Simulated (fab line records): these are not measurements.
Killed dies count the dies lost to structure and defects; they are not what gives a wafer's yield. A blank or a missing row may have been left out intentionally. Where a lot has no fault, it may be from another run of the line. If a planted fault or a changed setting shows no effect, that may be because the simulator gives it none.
A single fault, viewed from 2 desks / flow n5_finfet / every desk sees just its own numbers, and what lay behind them comes last

== THE TOOL OWNER'S DESK: pecvd-01 ==
The tool's own readings at N5_BEOL_M1_ILD_DEP_00 (deposits SiOC from DEMS/O2, target thk 79 nm, time 15.3 s): means of the sampled wafers that have a number, for each lot that ran on this tool. The brackets show how far a lot's mean lies from the usual mean; more than 4 standard deviations puts the lot out of limits, marked OUT.
Columns: A = heater_power_outer_w at N5_BEOL_M1_ILD_DEP_00, usual 288 W; B = heater_power_w at N5_BEOL_M1_ILD_DEP_00, usual 527 W; C = showerhead_plenum_p_Torr at N5_BEOL_M1_ILD_DEP_00, usual 5.696 Torr; D = showerhead_vpp_V at N5_BEOL_M1_ILD_DEP_00, usual 1387 V; E = susceptor_temp_C at N5_BEOL_M1_ILD_DEP_00, usual 350.01 C; F = throttle_valve_pct at N5_BEOL_M1_ILD_DEP_00, usual 12.1 %
lot=L851; first seen here=day 6 01:10; A=280; B=507; C=5.693; D=1388; E=350.16; F=12.2
lot=L853; first seen here=day 6 10:38; A=318; B=546; C=5.690; D=1382; E=350.21; F=12.4
lot=L854; first seen here=day 6 18:31; A=271; B=510; C=5.692; D=1374; E=350.06; F=12.4
lot=L864; first seen here=day 9 08:24; A=311; B=556; C=5.694; D=1378; E=352.22 (+12) OUT; F=12.4
lot=L867; first seen here=day 9 22:24; A=330; B=572; C=5.694; D=1394; E=352.27 (+12) OUT; F=12.4
Finding of this desk: L864, L867 out of limits; the first was L864 at day 9 08:24, on susceptor_temp_C at N5_BEOL_M1_ILD_DEP_00. In limits: L851, L853, L854.

== THE METROLOGY DESK ==
What the gauges read, lot by lot, whatever tool the lot ran on: means of the sampled wafers that have a number. The brackets show how far a lot's mean lies from the usual mean; more than 4 standard deviations puts the lot out of limits, marked OUT. Of its 11 readings 7 are shown: those that lie furthest out on some lot.
Columns: A = DIBL_P at N5_BEOL_M4_RC_MEAS_101, usual 36.9 mV/V; B = IOFF_N at N5_BEOL_M4_RC_MEAS_101, usual 0.163 nA/um; C = IOFF_P at N5_BEOL_M4_RC_MEAS_101, usual 0.22 nA/um; D = ION_N at N5_BEOL_M4_RC_MEAS_101, usual 673 uA/um; E = ION_P at N5_BEOL_M4_RC_MEAS_101, usual 462 uA/um; F = SS_P at N5_BEOL_M4_RC_MEAS_101, usual 73.4 mV/dec; G = VT_P at N5_BEOL_M4_RC_MEAS_101, usual -250 mV
lot=L851; first seen here=day 6 03:05; A=35.7; B=0.153; C=0.19; D=667; E=457; F=73.1; G=-254
lot=L853; first seen here=day 6 11:36; A=37.0; B=0.173; C=0.27; D=684; E=479; F=73.6; G=-245
lot=L854; first seen here=day 6 19:50; A=37.8; B=0.167; C=0.24; D=676; E=470; F=73.4; G=-249
lot=L863; first seen here=day 9 05:28; A=36.7; B=0.163; C=0.23; D=672; E=460; F=73.3; G=-251
lot=L864; first seen here=day 9 09:47; A=36.4; B=0.168; C=0.20; D=674; E=452; F=73.8; G=-253
lot=L867; first seen here=day 10 00:59; A=37.0; B=0.170; C=0.22; D=672; E=461; F=73.2; G=-249
lot=L868; first seen here=day 10 13:17; A=39.1; B=0.185; C=0.23; D=686; E=466; F=73.6; G=-248
lot=L873; first seen here=day 11 16:10; A=35.5; B=0.142; C=0.19; D=667; E=458; F=73.1; G=-250
lot=L874; first seen here=day 11 19:04; A=36.2; B=0.193; C=0.26; D=674; E=462; F=74.2; G=-246
This desk's finding: nothing out of limits on any of the 9 lots.

== TAKEN TOGETHER ==
The tool owner's desk could have raised an alarm at day 9 08:24, on L864, L867.
Nothing out of limits was seen by the metrology desk.
The metrology desk has L864, L867 on record, within its limits.
All the named lots went through N5_BEOL_M1_ILD_DEP_00 on pecvd-01.

== WHAT HAD BEEN PUT IN BY THE SIMULATOR ==
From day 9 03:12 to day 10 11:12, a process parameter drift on pecvd-01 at N5_BEOL_M1_ILD_DEP_00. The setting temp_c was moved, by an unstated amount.
Lots struck among those shown: L864, L867.
Each desk's first reading out of limits, in hours after the fault started: the tool owner's desk, 5.
